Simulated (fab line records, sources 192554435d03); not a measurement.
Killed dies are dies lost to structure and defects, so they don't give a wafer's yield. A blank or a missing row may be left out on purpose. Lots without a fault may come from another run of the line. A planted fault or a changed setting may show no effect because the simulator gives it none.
Which tool did it? | flow n5_finfet | 21 lots, 63 wafers sampled, at 6 steps of a route of 1938

WHAT THE GAUGES READ, wafer by wafer
The record holds no reading of a measuring or inspecting step that can be judged against a usual standard deviation.

WHICH TOOL RAN EACH LOT (tool, then ch and the chambers of the sampled wafers, then the start)
lot  | N5_MOL_CONTACT_COAG_ETCHBACK_134   | N5_MOL_CONTACT_COAG_STRIP_49         | N5_BEOL_M0_SAQP_ILD_DEP_01      | N5_BEOL_M0_SAQP_MANDREL_ETCH_20  | N5_BEOL_M0_SAQP_MANDREL1_REMOVE_100 | N5_BEOL_M0_SAQP_ETCH_88
L074 | rie_diel-04 ch 1,2,3, day 5 03:53  | plasma_asher-02 ch 0,1, day 5 04:16  | pecvd-04 ch 0,1,2, day 5 11:26  | rie_si-01 ch 0,2,3, day 5 13:24  | rie_si-01 ch 0,2,3, day 5 14:39     | rie_diel-03 ch 1,2,3, day 5 17:06
L075 | rie_diel-01 ch 2,3, day 5 10:58    | plasma_asher-02 ch 0, day 5 11:19    | pecvd-01 ch 0,1, day 5 15:37    | rie_si-01 ch 0,2, day 5 18:17    | rie_si-06 ch 0,1,3, day 5 19:34     | rie_diel-05 ch 0,2,3, day 5 22:11
L076 | rie_diel-01 ch 0,2,3, day 5 18:01  | plasma_asher-02 ch 0,1, day 5 18:23  | pecvd-01 ch 1,2, day 5 22:41    | rie_si-06 ch 0,1, day 6 00:04    | rie_si-06 ch 0,3, day 6 01:15       | rie_diel-06 ch 0,2,3, day 6 03:50
L078 | rie_diel-04 ch 1,3, day 6 01:40    | plasma_asher-01 ch 0, day 6 02:01    | pecvd-01 ch 1,2, day 6 06:20    | rie_si-06 ch 0,1,3, day 6 09:22  | rie_si-04 ch 1,3, day 6 10:54       | rie_diel-05 ch 2,3, day 6 13:36
L079 | rie_diel-01 ch 0,1, day 6 10:16    | plasma_asher-02 ch 0,1, day 6 10:37  | pecvd-01 ch 1,2, day 6 15:00    | rie_si-06 ch 0,1, day 6 17:54    | rie_si-06 ch 2,3, day 6 19:08       | rie_diel-03 ch 1,2,3, day 6 21:38
L080 | rie_diel-02 ch 0,1, day 6 19:53    | plasma_asher-01 ch 0,1, day 6 20:14  | pecvd-01 ch 0,2, day 7 00:33    | rie_si-04 ch 0,2,3, day 7 02:22  | rie_si-06 ch 1,3, day 7 04:26       | rie_diel-05 ch 0,2, day 7 07:08
L081 | rie_diel-02 ch 0,2, day 6 22:34    | plasma_asher-01 ch 0,1, day 6 22:58  | pecvd-03 ch 0,2, day 7 03:33    | rie_si-04 ch 1,2,3, day 7 06:48  | rie_si-06 ch 2,3, day 7 08:04       | rie_diel-05 ch 2,3, day 7 10:50
L082 | rie_diel-04 ch 1,3, day 7 04:48    | plasma_asher-02 ch 0,1, day 7 05:10  | pecvd-03 ch 0,1,2, day 7 09:30  | rie_si-04 ch 0,1,3, day 7 10:43  | rie_si-01 ch 0,1,3, day 7 12:08     | rie_diel-05 ch 0,2,3, day 7 14:36
L083 | rie_diel-01 ch 2,3, day 7 12:19    | plasma_asher-01 ch 0,1, day 7 12:47  | pecvd-04 ch 0,1,2, day 7 17:13  | rie_si-01 ch 1,2,3, day 7 20:59  | rie_si-04 ch 0,3, day 7 22:10       | rie_diel-05 ch 1,2, day 8 01:08
L084 | rie_diel-02 ch 0,1,2, day 7 14:38  | plasma_asher-01 ch 0,1, day 7 15:00  | pecvd-03 ch 0,1, day 7 20:12    | rie_si-01 ch 0,3, day 7 21:49    | rie_si-04 ch 0,1,2, day 7 23:00     | rie_diel-05 ch 0,1,2, day 8 01:30
L085 | rie_diel-02 ch 0,2,3, day 7 21:06  | plasma_asher-02 ch 0,1, day 7 21:28  | pecvd-04 ch 0,2, day 8 01:47    | rie_si-01 ch 0,1, day 8 05:33    | rie_si-04 ch 1,2,3, day 8 06:44     | rie_diel-03 ch 0,2, day 8 11:07
L086 | rie_diel-04 ch 2,3, day 8 05:28    | plasma_asher-01 ch 0,1, day 8 05:51  | pecvd-01 ch 0,2, day 8 10:09    | rie_si-01 ch 0,1,3, day 8 13:05  | rie_si-04 ch 0,1,3, day 8 16:44     | rie_diel-06 ch 1,3, day 8 19:29
L088 | rie_diel-01 ch 1,2,3, day 8 20:02  | plasma_asher-01 ch 0,1, day 8 20:24  | pecvd-01 ch 0,1, day 9 03:26    | rie_si-04 ch 0,1,3, day 9 05:11  | rie_si-06 ch 2,3, day 9 06:30       | rie_diel-03 ch 2,3, day 9 09:43
L089 | rie_diel-01 ch 0,1,3, day 8 22:04  | plasma_asher-01 ch 0,1, day 8 22:26  | pecvd-03 ch 1,2, day 9 03:26    | rie_si-04 ch 0,2,3, day 9 05:43  | rie_si-04 ch 0,1,3, day 9 06:53     | rie_diel-06 ch 1,2,3, day 9 10:08
L090 | rie_diel-02 ch 0,1,3, day 9 04:37  | plasma_asher-02 ch 0,1, day 9 04:58  | pecvd-01 ch 0,1,2, day 9 09:19  | rie_si-01 ch 1,2,3, day 9 11:37  | rie_si-04 ch 0,1,3, day 9 12:47     | rie_diel-03 ch 1,2,3, day 9 15:22
L092 | rie_diel-02 ch 1,2,3, day 9 16:53  | plasma_asher-01 ch 0,1, day 9 17:15  | pecvd-03 ch 0,1, day 9 21:35    | rie_si-06 ch 0,1, day 9 23:41    | rie_si-06 ch 0,1,2, day 10 00:52    | rie_diel-06 ch 0,2,3, day 10 03:28
L093 | rie_diel-01 ch 0,2, day 9 20:02    | plasma_asher-01 ch 0,1, day 9 20:23  | pecvd-01 ch 1,2, day 10 00:42   | rie_si-06 ch 0,3, day 10 03:54   | rie_si-06 ch 2,3, day 10 05:05      | rie_diel-05 ch 1,2, day 10 07:37
L094 | rie_diel-04 ch 0,2,3, day 10 00:34 | plasma_asher-01 ch 0,1, day 10 00:57 | pecvd-03 ch 0,1, day 10 05:17   | rie_si-01 ch 0,2,3, day 10 07:31 | rie_si-04 ch 0,2,3, day 10 08:43    | rie_diel-05 ch 0,3, day 10 11:03
L095 | rie_diel-02 ch 0,1,2, day 10 12:30 | plasma_asher-02 ch 0,1, day 10 12:52 | pecvd-04 ch 0,2, day 10 17:11   | rie_si-06 ch 0,1,2, day 10 18:43 | rie_si-01 ch 1,2,3, day 10 20:01    | rie_diel-05 ch 1,2, day 10 22:32
L096 | rie_diel-02 ch 0,1, day 10 22:16   | plasma_asher-01 ch 1, day 10 22:38   | pecvd-04 ch 0,2, day 11 02:57   | rie_si-04 ch 0,3, day 11 04:58   | rie_si-04 ch 0,3, day 11 06:20      | rie_diel-03 ch 1,2,3, day 11 09:25
L097 | rie_diel-01 ch 1,2,3, day 10 22:19 | plasma_asher-01 ch 0,1, day 10 22:41 | pecvd-03 ch 0,1,2, day 11 05:56 | rie_si-06 ch 1,2,3, day 11 08:46 | rie_si-06 ch 0,2,3, day 11 10:01    | rie_diel-03 ch 0,1,2, day 11 13:35
- N5_MOL_CONTACT_COAG_ETCHBACK_134: etches SiO2 in CHF3, target depth 10 nm, time 6.7 s.
- N5_MOL_CONTACT_COAG_STRIP_49: strips in N2/H2, time 30 s.
- N5_BEOL_M0_SAQP_ILD_DEP_01: deposits SiOC from DEMS/O2, target thk 45.419 nm, time 8.7 s.
- N5_BEOL_M0_SAQP_MANDREL_ETCH_20: etches a-Si in HBr/Cl2, stops on SiNx, target depth 60 nm, bt time 10 s, time 30 s.
- N5_BEOL_M0_SAQP_MANDREL1_REMOVE_100: chemistry HBr/Cl2/O2, target a-Si, stops on SiNx, bt time 10 s.
- N5_BEOL_M0_SAQP_ETCH_88: etches underlayer in N2/H2, target depth 6.5 nm, time 5.2 s.

WHAT THE TOOLS THEMSELVES READ (means of the sampled wafers that have a number; where no wafer has one, the mark that the record gives instead)
N5_MOL_CONTACT_COAG_ETCHBACK_134. Usual: drypump_motor_current_A 5.6 A, standard deviation 0.47; oes_ar_750_au 0.78 a.u., standard deviation 0.075; oes_product_au 0.77 a.u., standard deviation 0.081; rf_vpp_V 521 V, standard deviation 10; showerhead_plenum_p_Torr 2.39 Torr, standard deviation 0.09; throttle_valve_pct 18.68 %, standard deviation 0.19.
lot  | tool        | drypump_motor_current_A (A) | oes_ar_750_au (a.u.) | oes_product_au (a.u.) | rf_vpp_V (V) | showerhead_plenum_p_Torr (Torr) | throttle_valve_pct (%) | flag
L074 | rie_diel-04 | 6.0                         | 0.81                 | 0.79                  | 514          | 2.40                            | 18.67                  |
L075 | rie_diel-01 | 5.4                         | 0.90                 | 0.91                  | 525          | 2.52                            | 18.42                  |
L076 | rie_diel-01 | 5.4                         | 0.84                 | 0.86                  | 530          | 2.48                            | 18.57                  |
L078 | rie_diel-04 | 6.0                         | 0.76                 | 0.75                  | 515          | 2.41                            | 18.71                  |
L079 | rie_diel-01 | 5.0                         | 0.72                 | 0.73                  | 533          | 2.36                            | 18.82                  |
L080 | rie_diel-02 | 5.5                         | 0.78                 | 0.78                  | 521          | 2.34                            | 18.61                  |
L081 | rie_diel-02 | 5.5                         | 0.74                 | 0.73                  | 512          | 2.35                            | 18.75                  |
L082 | rie_diel-04 | 6.0                         | 0.75                 | 0.75                  | 515          | 2.41                            | 18.73                  |
L083 | rie_diel-01 | 5.9                         | 0.87                 | 0.89                  | 531          | 2.53                            | 18.53                  |
L084 | rie_diel-02 | 5.6                         | 0.75                 | 0.74                  | 515          | 2.32                            | 18.76                  |
L085 | rie_diel-02 | 5.6                         | 0.72                 | 0.71                  | 514          | 2.37                            | 18.77                  |
L086 | rie_diel-04 | 5.8                         | 0.82                 | 0.81                  | 516          | 2.36                            | 18.60                  |
L088 | rie_diel-01 | 5.6                         | 0.80                 | 0.80                  | 528          | 2.45                            | 18.61                  |
L089 | rie_diel-01 | 5.0                         | 0.75                 | 0.76                  | 526          | 2.40                            | 18.69                  |
L090 | rie_diel-02 | 5.6                         | 0.74                 | 0.74                  | 521          | 2.38                            | 18.65                  |
L092 | rie_diel-02 | 5.7                         | 0.72                 | 0.72                  | 519          | 2.34                            | 18.78                  |
L093 | rie_diel-01 | 5.9                         | 0.80                 | 0.81                  | 537          | 2.48                            | 18.71                  |
L094 | rie_diel-04 | 5.7                         | 0.83                 | 0.82                  | 523          | 2.41                            | 18.56                  |
L095 | rie_diel-02 | 5.6                         | 0.73                 | 0.72                  | 515          | 2.31                            | 18.79                  |
L096 | rie_diel-02 | 5.5                         | 0.75                 | 0.75                  | 521          | 2.32                            | 18.68                  |
L097 | rie_diel-01 | 5.5                         | 0.87                 | 0.87                  | 528          | 2.45                            | 18.51                  |

N5_MOL_CONTACT_COAG_STRIP_49. Usual: drypump_motor_current_A 5.7 A, standard deviation 0.34; heater_power_w 315 W, standard deviation 41; n2_flow_sccm 1751 sccm, standard deviation 5.4.
lot  | tool            | drypump_motor_current_A (A) | heater_power_w (W) | n2_flow_sccm (sccm) | flag
L074 | plasma_asher-02 | 5.9                         | 321                | 1749                |
L075 | plasma_asher-02 | 6.1                         | 323                | 1754                |
L076 | plasma_asher-02 | 5.9                         | 322                | 1751                |
L078 | plasma_asher-01 | 5.2                         | 366                | 1748                |
L079 | plasma_asher-02 | 5.9                         | 317                | 1754                |
L080 | plasma_asher-01 | 5.4                         | 327                | 1751                |
L081 | plasma_asher-01 | 5.4                         | 328                | 1750                |
L082 | plasma_asher-02 | 6.0                         | 323                | 1752                |
L083 | plasma_asher-01 | 5.4                         | 327                | 1748                |
L084 | plasma_asher-01 | 5.5                         | 291                | 1751                |
L085 | plasma_asher-02 | 5.9                         | 325                | 1748                |
L086 | plasma_asher-01 | 5.5                         | 294                | 1750                |
L088 | plasma_asher-01 | 5.4                         | 327                | 1755                |
L089 | plasma_asher-01 | 5.5                         | 293                | 1754                |
L090 | plasma_asher-02 | 6.0                         | 325                | 1753                |
L092 | plasma_asher-01 | 5.4                         | 331                | 1751                |
L093 | plasma_asher-01 | 5.4                         | 329                | 1756                |
L094 | plasma_asher-01 | 5.5                         | 292                | 1752                |
L095 | plasma_asher-02 | 5.9                         | 318                | 1749                |
L096 | plasma_asher-01 | 5.6                         | 260                | 1747                |
L097 | plasma_asher-01 | 5.3                         | 332                | 1747                |

N5_BEOL_M0_SAQP_ILD_DEP_01. Usual: chamber_pressure_Torr 5.000 Torr, standard deviation 0.011; heater_power_w 503 W, standard deviation 73; showerhead_plenum_p_Torr 5.700 Torr, standard deviation 0.017; throttle_valve_pct 12.1 %, standard deviation 0.49.
lot  | tool     | chamber_pressure_Torr (Torr) | heater_power_w (W) | showerhead_plenum_p_Torr (Torr) | throttle_valve_pct (%) | flag
L074 | pecvd-04 | 5.007                        | 498                | 5.703                           | 12.5                   |
L075 | pecvd-01 | 5.009                        | 542                | 5.689                           | 12.0                   |
L076 | pecvd-01 | 4.995                        | 437                | 5.699                           | 11.5                   |
L078 | pecvd-01 | 4.997                        | 494                | 5.703                           | 11.8                   |
L079 | pecvd-01 | 5.008                        | 517                | 5.693                           | 11.6                   |
L080 | pecvd-01 | 5.013                        | 607                | 5.701                           | 11.8                   |
L081 | pecvd-03 | 4.987                        | 462                | 5.697                           | 12.1                   |
L082 | pecvd-03 | 4.995                        | 512                | 5.710                           | 12.4                   |
L083 | pecvd-04 | 4.997                        | 448                | 5.704                           | 12.3                   |
L084 | pecvd-03 | 5.005                        | 568                | 5.705                           | 11.8                   |
L085 | pecvd-04 | 5.000                        | 506                | 5.729                           | 12.2                   |
L086 | pecvd-01 | 5.006                        | 581                | 5.682                           | 11.8                   |
L088 | pecvd-01 | 5.010                        | 485                | 5.692                           | 12.1                   |
L089 | pecvd-03 | 5.010                        | 460                | 5.702                           | 12.4                   |
L090 | pecvd-01 | 4.989                        | 513                | 5.690                           | 11.9                   |
L092 | pecvd-03 | 5.011                        | 558                | 5.699                           | 11.8                   |
L093 | pecvd-01 | 4.982                        | 465                | 5.700                           | 12.1                   |
L094 | pecvd-03 | 4.998                        | 562                | 5.706                           | 12.3                   |
L095 | pecvd-04 | 4.987                        | 484                | 5.723                           | 12.0                   |
L096 | pecvd-04 | 5.007                        | 452                | 5.705                           | 12.1                   |
L097 | pecvd-03 | 4.995                        | 494                | 5.703                           | 11.9                   |

N5_BEOL_M0_SAQP_MANDREL_ETCH_20. Usual: drypump_motor_current_A 5.7 A, standard deviation 0.41; oes_product_au 0.769 a.u., standard deviation 0.017; throttle_valve_pct 35.33 %, standard deviation 0.28.
lot  | tool      | drypump_motor_current_A (A) | oes_product_au (a.u.) | throttle_valve_pct (%) | flag
L074 | rie_si-01 | 5.9                         | 0.760                 | 35.14                  |
L075 | rie_si-01 | 5.7                         | 0.769                 | 35.11                  |
L076 | rie_si-06 | 5.7                         | 0.764                 | 35.60                  |
L078 | rie_si-06 | 5.5                         | 0.761                 | 35.64                  |
L079 | rie_si-06 | 5.7                         | 0.773                 | 35.59                  |
L080 | rie_si-04 | 6.0                         | 0.785                 | 35.11                  |
L081 | rie_si-04 | 6.0                         | 0.781                 | 34.97                  |
L082 | rie_si-04 | 6.2                         | 0.796                 | 35.21                  |
L083 | rie_si-01 | 5.7                         | 0.766                 | 35.14                  |
L084 | rie_si-01 | 5.9                         | 0.744                 | 35.27                  |
L085 | rie_si-01 | 5.7                         | 0.748                 | 35.35                  |
L086 | rie_si-01 | 5.8                         | 0.751                 | 35.25                  |
L088 | rie_si-04 | 6.1                         | 0.793                 | 35.20                  |
L089 | rie_si-04 | 6.0                         | 0.783                 | 35.09                  |
L090 | rie_si-01 | 5.7                         | 0.763                 | 35.15                  |
L092 | rie_si-06 | 5.9                         | 0.757                 | 35.60                  |
L093 | rie_si-06 | 5.3                         | 0.760                 | 35.67                  |
L094 | rie_si-01 | 5.9                         | 0.763                 | 35.16                  |
L095 | rie_si-06 | 5.5                         | 0.767                 | 35.51                  |
L096 | rie_si-04 | 6.2                         | 0.794                 | 35.32                  |
L097 | rie_si-06 | 5.3                         | 0.770                 | 35.53                  |

N5_BEOL_M0_SAQP_MANDREL1_REMOVE_100. Usual: O2_flow_sccm 5.000 sccm, standard deviation 0.015; drypump_motor_current_A 5.7 A, standard deviation 0.47; oes_product_au 0.992 a.u., standard deviation 0.022; throttle_valve_pct 36.6 %, standard deviation 0.32.
lot  | tool      | O2_flow_sccm (sccm) | drypump_motor_current_A (A) | oes_product_au (a.u.) | throttle_valve_pct (%) | flag
L074 | rie_si-01 | 4.987               | 5.9                         | 0.979                 | 36.4                   |
L075 | rie_si-06 | 5.003               | 5.5                         | 0.983                 | 36.9                   |
L076 | rie_si-06 | 4.998               | 5.3                         | 0.981                 | 36.9                   |
L078 | rie_si-04 | 5.007               | 6.1                         | 1.011                 | 36.3                   |
L079 | rie_si-06 | 5.014               | 5.0                         | 0.983                 | 36.8                   |
L080 | rie_si-06 | 5.012               | 5.7                         | 0.961                 | 36.9                   |
L081 | rie_si-06 | 5.008               | 5.0                         | 0.994                 | 36.7                   |
L082 | rie_si-01 | 4.994               | 5.8                         | 0.972                 | 36.5                   |
L083 | rie_si-04 | 5.008               | 6.2                         | 1.021                 | 36.6                   |
L084 | rie_si-04 | 4.988               | 5.8                         | 1.007                 | 36.5                   |
L085 | rie_si-04 | 5.015               | 6.0                         | 1.000                 | 36.2                   |
L086 | rie_si-04 | 5.002               | 6.2                         | 1.017                 | 36.5                   |
L088 | rie_si-06 | 4.975               | 5.0                         | 0.993                 | 36.9                   |
L089 | rie_si-04 | 5.005               | 6.2                         | 1.019                 | 36.5                   |
L090 | rie_si-04 | 5.006               | 6.2                         | 1.015                 | 36.5                   |
L092 | rie_si-06 | 5.003               | 5.5                         | 0.988                 | 36.7                   |
L093 | rie_si-06 | 5.006               | 5.0                         | 0.994                 | 36.9                   |
L094 | rie_si-04 | 4.997               | 6.0                         | 1.004                 | 36.3                   |
L095 | rie_si-01 | 4.998               | 5.7                         | 0.983                 | 36.4                   |
L096 | rie_si-04 | 5.007               | 6.2                         | 1.023                 | 36.6                   |
L097 | rie_si-06 | 4.996               | 5.2                         | 0.992                 | 36.8                   |

N5_BEOL_M0_SAQP_ETCH_88. Usual: drypump_motor_current_A 5.7 A, standard deviation 0.49; etch_rf_on_time_s 5.17 s, standard deviation 0.12; n2_flow_sccm 200.0 sccm, standard deviation 0.63; oes_product_au 0.68 a.u., standard deviation 0.059; rf_vpp_V 523.6 V, standard deviation 2.7; showerhead_plenum_p_Torr 2.54 Torr, standard deviation 0.082; throttle_valve_pct 17.74 %, standard deviation 0.22.
lot  | tool        | drypump_motor_current_A (A) | etch_rf_on_time_s (s) | n2_flow_sccm (sccm) | oes_product_au (a.u.) | rf_vpp_V (V) | showerhead_plenum_p_Torr (Torr) | throttle_valve_pct (%) | flag
L074 | rie_diel-03 | 5.5                         | 5.14                  | 200.6               | 0.72                  | 523.2        | 2.53                            | 17.55                  |
L075 | rie_diel-05 | 5.5                         | 5.20                  | 200.6               | 0.69                  | 525.8        | 2.56                            | 17.79                  |
L076 | rie_diel-06 | 5.9                         | 5.23                  | 200.4               | 0.66                  | 526.3        | 2.62                            | 17.83                  |
L078 | rie_diel-05 | 5.3                         | 5.19                  | 200.1               | 0.73                  | 524.1        | 2.58                            | 17.65                  |
L079 | rie_diel-03 | 5.6                         | 5.14                  | 199.8               | 0.71                  | 523.8        | 2.53                            | 17.57                  |
L080 | rie_diel-05 | 5.1                         | 5.28                  | 200.2               | 0.71                  | 524.7        | 2.57                            | 17.69                  |
L081 | rie_diel-05 | 5.7                         | 5.15                  | 199.6               | 0.70                  | 523.7        | 2.57                            | 17.79                  |
L082 | rie_diel-05 | 5.5                         | 5.21                  | 199.5               | 0.68                  | 524.6        | 2.56                            | 17.80                  |
L083 | rie_diel-05 | 6.0                         | 5.13                  | 200.0               | 0.81                  | 524.4        | 2.52                            | 17.60                  |
L084 | rie_diel-05 | 5.6                         | 5.22                  | 200.0               | 0.72                  | 523.3        | 2.53                            | 17.70                  |
L085 | rie_diel-03 | 5.9                         | 5.07                  | 199.3               | 0.65                  | 522.0        | 2.47                            | 17.58                  |
L086 | rie_diel-06 | 5.6                         | 5.19                  | 200.1               | 0.65                  | 525.0        | 2.54                            | 17.87                  |
L088 | rie_diel-03 | 5.8                         | 5.18                  | 199.7               | 0.66                  | 523.0        | 2.51                            | 17.64                  |
L089 | rie_diel-06 | 5.7                         | 5.17                  | 200.4               | 0.66                  | 523.2        | 2.52                            | 18.01                  |
L090 | rie_diel-03 | 5.5                         | 5.14                  | 200.5               | 0.69                  | 522.2        | 2.52                            | 17.60                  |
L092 | rie_diel-06 | 5.9                         | 5.26                  | 199.5               | 0.64                  | 525.5        | 2.61                            | 17.89                  |
L093 | rie_diel-05 | 5.4                         | 5.23                  | 199.9               | 0.74                  | 524.4        | 2.55                            | 17.61                  |
L094 | rie_diel-05 | 5.8                         | 5.31                  | 200.2               | 0.61                  | 523.5        | 2.52                            | 17.97                  |
L095 | rie_diel-05 | 5.4                         | 5.15                  | 199.1               | 0.73                  | 523.7        | 2.55                            | 17.62                  |
L096 | rie_diel-03 | 5.5                         | 5.16                  | 199.9               | 0.68                  | 523.3        | 2.52                            | 17.62                  |
L097 | rie_diel-03 | 5.7                         | 5.09                  | 199.8               | 0.66                  | 521.9        | 2.47                            | 17.57                  |

THE ANSWER, worked out from the rows above alone
Rule: a lot is off if the mean of its wafers that have a number lies more than 3 standard deviations from the usual mean. A lot without any number at a reading at which 4 lots or more have one is off too. The other lots that the step has rows for count as sound. The gauges are gone through in route order, then the tools' own readings, and for those a lot's mean is taken as printed above. The first step at which some lot is off is used, and at that step the reading that is off furthest; a lot without a number counts as furthest.
No lot is off at any reading shown: from this, nothing can be told.

WHAT THE SIMULATOR HAD PUT IN
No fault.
